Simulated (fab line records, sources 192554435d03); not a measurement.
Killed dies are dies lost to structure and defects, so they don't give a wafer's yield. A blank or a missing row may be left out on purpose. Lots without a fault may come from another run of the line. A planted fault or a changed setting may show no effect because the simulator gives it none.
Split-lot experiment | flow n5_finfet | 7 lots, 21 wafers read, on a route of 1938 steps

THE SPLIT
At N5_MOL_CONTACT_COAG_COAT_58 (time 60 s, resist thk 10 nm), the setting spin_rpm was moved away from the recipe's 1500 rpm on 7 of the 21 wafers read, by -9.1% to +8.1%. The other wafers ran this setting at the recipe's value.

FROM THE SPLIT TO THE READING: what the file shows between them, 3 steps
- N5_MOL_CONTACT_COAG_COAT_02: resist thk 30 nm
- N5_MOL_CONTACT_COAG_EBR_04
- N5_MOL_CONTACT_COAG_DESCUM_13: chemistry O2, time 7 s

THE READING
etch.depth_nm (the simulator's own value, which no gauge read), in nm, at N5_MOL_CONTACT_COAG_ETCH_59 (etches underlayer in N2/H2, target depth 13 nm, time 10.4 s). The file gives no usual value for it. The 14 wafers here that ran the recipe average 10.002 nm, standard deviation 0.017 nm.

wafer  | tool, chamber at the split | spin_rpm as run, rpm | against the recipe | etch.depth_nm, nm | against lot-mates on the recipe
L077.1 | litho_track-02, 0          | 1500                 | recipe             | 9.979             | -
L077.2 | litho_track-02, 0          | 1364                 | -9.1%              | 10.5              | +0.521
L077.5 | litho_track-02, 0          | 1364                 | -9.1%              | 10.49             | +0.511
L078.1 | litho_track-05, 0          | 1500                 | recipe             | 10.01             | -
L078.5 | litho_track-05, 0          | 1621                 | +8.1%              | 9.609             | -0.396
L078.6 | litho_track-05, 0          | 1500                 | recipe             | 10                | -
L081.3 | litho_track-05, 0          | 1500                 | recipe             | 9.996             | -
L081.4 | litho_track-05, 0          | 1500                 | recipe             | 10.01             | -
L081.5 | litho_track-05, 0          | 1500                 | recipe             | 9.986             | -
L083.1 | litho_track-02, 0          | 1500                 | recipe             | 9.989             | -
L083.3 | litho_track-02, 0          | 1500                 | recipe             | 10.04             | -
L083.4 | litho_track-02, 0          | 1546                 | +3.1%              | 9.852             | -0.162
L087.2 | litho_track-05, 0          | 1500                 | recipe             | 10.03             | -
L087.3 | litho_track-05, 0          | 1500                 | recipe             | 10.01             | -
L087.4 | litho_track-05, 0          | 1500                 | recipe             | 10.01             | -
L091.3 | litho_track-04, 0          | 1500                 | recipe             | 9.995             | -
L091.4 | litho_track-04, 0          | 1500                 | recipe             | 9.978             | -
L091.6 | litho_track-04, 0          | 1451                 | -3.3%              | 10.14             | +0.154
L096.2 | litho_track-02, 0          | 1594                 | +6.3%              | 9.671             | -0.324
L096.3 | litho_track-02, 0          | 1500                 | recipe             | 9.995             | -
L096.5 | litho_track-02, 0          | 1594                 | +6.3%              | 9.71              | -0.285

THE FIT
A straight line over all 21 wafers: etch.depth_nm changes by -0.0516 nm for each +1% of spin_rpm; r = -1.00; the points scatter about the line by 0.02 nm.
The same after taking each lot's own level away (the mean of its wafers on the recipe; 21 wafers): -0.053 nm for each +1%; r = -1.00; scatter 0.02 nm.
On that fit, the largest move of spin_rpm shifts the reading by 0.48 nm.
The lots' own levels span 9.9790 to 10.0167 nm, that is 2.2 times the standard deviation above.
So the lot-to-lot level changes the slope little: the two slopes agree.
Check: with one of the wafers moved furthest among these (-9.1%) left out of the fit, the line predicts +0.472 nm for it against its lot-mates. It came out at +0.521 nm against them.

OTHER SPLITS ON THESE WAFERS
These wafers also went through other splits before the reading. Each is held against what the fit with the lots' levels taken away leaves over:
other split on the same wafers | wafers away from the commonest value | r with etch.depth_nm (lot level and that fit taken away)
N5_SD_ACTIVATION_LSA_01 temp_c | 5                                    | +0.27
N5_SDB_ALD_29 ald_cycles       | 8                                    | -0.57

THE WHOLE CHAIN: every reading that the file lists as answering this split, in the file's order
step                        | what it does                                                | reading                                                                                        | change (the file's fit)                | r (the file's)
N5_MOL_CONTACT_COAG_COAT_58 | time 60 s, resist thk 10 nm                                 | underlayer_of_MOL_CONTACT_COAG_COAT_58.thk_nm (the simulator's own value, which no gauge read) | -0.0484 nm for each +1% of the setting | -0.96
N5_MOL_CONTACT_COAG_ETCH_59 | etches underlayer in N2/H2, target depth 13 nm, time 10.4 s | etch.depth_nm (the simulator's own value, which no gauge read)                                 | -0.0521 nm for each +1% of the setting | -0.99

THE FILE'S OWN FIT
etch.depth_nm changes by -0.0521 nm for each +1% of spin_rpm, r = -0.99.
